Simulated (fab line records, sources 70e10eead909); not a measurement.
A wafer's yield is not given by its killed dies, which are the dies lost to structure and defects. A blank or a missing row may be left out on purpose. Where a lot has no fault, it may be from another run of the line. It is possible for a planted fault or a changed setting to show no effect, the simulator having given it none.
One fault seen from 2 desks | flow nand harc | each desk holds nothing but its own numbers, with what lay behind them at the end

## AT THE METROLOGY DESK
What the gauges read, lot by lot, whatever tool the lot ran on: means of the sampled wafers that have a number. If a lot's mean is further than 4 standard deviations from the usual mean, the lot is out of limits and carries the mark OUT (the distance appears in the brackets).
Columns: A = thk nm at NHARC_A_BONDPAD_THK_MEAS_30, usual 199.9 nm; B = overlay x nm at NHARC_A_BONDPAD_OVL_MEAS_35, usual -1 nm; C = overlay y nm at NHARC_A_BONDPAD_OVL_MEAS_35, usual 1 nm
lot  | first seen here | A     | B  | C
L620 | day 18 11:09    | 200.5 | -2 | 8
L623 | day 18 19:16    | 199.9 | -6 | 4
L624 | day 19 06:58    | 200.1 | 10 | -10
L625 | day 19 07:46    | 200.2 | -8 | -1
L630 | day 20 09:28    | 200.7 | -9 | 4
L629 | day 21 05:52    | 201.7 | -1 | 4
L633 | day 22 08:44    | 200.4 | -6 | 7
L634 | day 22 11:01    | 201.9 | 9  | -4
L635 | day 22 15:56    | 200.6 | 0  | -9
L640 | day 23 07:32    | 200.5 | 0  | -1
L641 | day 23 22:57    | 199.7 | 7  | -6
L643 | day 23 23:37    | 200.0 | -9 | 11
This desk's finding: nothing out of limits on any of the 12 lots.

## FOR THE TOOL OWNER'S DESK: rie diel-06
The tool's own readings at NHARC_A_BONDPAD_ETCH_34 (etches the open film in N2/H2, target depth 60 nm, overetch 18 nm, time 65.91 s): means of the sampled wafers that have a number, for each lot that ran on this tool. If a lot's mean is further than 4 standard deviations from the usual mean, the lot is out of limits and carries the mark OUT (the distance appears in the brackets).
Columns: A = chamber pressure mTorr at NHARC_A_BONDPAD_ETCH_34, usual 30.000 mTorr; B = drypump motor current A at NHARC_A_BONDPAD_ETCH_34, usual 6.0 A; C = n2 flow sccm at NHARC_A_BONDPAD_ETCH_34, usual 150.0 sccm; D = oes product au at NHARC_A_BONDPAD_ETCH_34, usual 1.005 a.u.; E = rf vpp V at NHARC_A_BONDPAD_ETCH_34, usual 431 V; F = showerhead plenum p Torr at NHARC_A_BONDPAD_ETCH_34, usual 2.04 Torr; G = throttle valve pct at NHARC_A_BONDPAD_ETCH_34, usual 14.172 %
lot  | first seen here | A      | B   | C     | D                | E   | F    | G
L624 | day 19 07:49    | 29.966 | 5.7 | 149.9 | 0.984            | 433 | 2.10 | 14.178
L629 | day 21 06:44    | 29.987 | 5.7 | 149.7 | 1.003            | 432 | 2.10 | 14.168
L633 | day 22 09:35    | 29.991 | 5.7 | 150.0 | 0.992            | 432 | 2.09 | 14.170
L634 | day 22 11:45    | 29.994 | 5.6 | 150.1 | 0.919 (-6.6) OUT | 429 | 1.98 | 14.175
L635 | day 22 16:49    | 30.009 | 5.7 | 150.3 | 0.949 (-4.3) OUT | 434 | 2.16 | 14.176
This desk finds L634, L635 out of limits, L634 being first, at day 22 11:45 (oes product au at NHARC_A_BONDPAD_ETCH_34). L624, L629, L633: within limits.

## ALL TOGETHER
An alarm could have come from the tool owner's desk at day 22 11:45, on L634, L635.
At the metrology desk, nothing out of limits was observed.
The metrology desk holds a record of L634, L635, inside its limits.
Of the lots named, all ran NHARC_A_BONDPAD_ETCH_34 on rie diel-06.

## WHAT THE SIMULATOR HAD PUT IN
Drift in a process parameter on rie diel-06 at NHARC_A_BONDPAD_ETCH_34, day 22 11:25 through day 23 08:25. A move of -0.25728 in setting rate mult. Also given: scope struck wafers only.
Struck lots among those shown: L634, L635.
Each desk's first reading out of limits, in hours after the fault started: the tool owner's desk, 0.
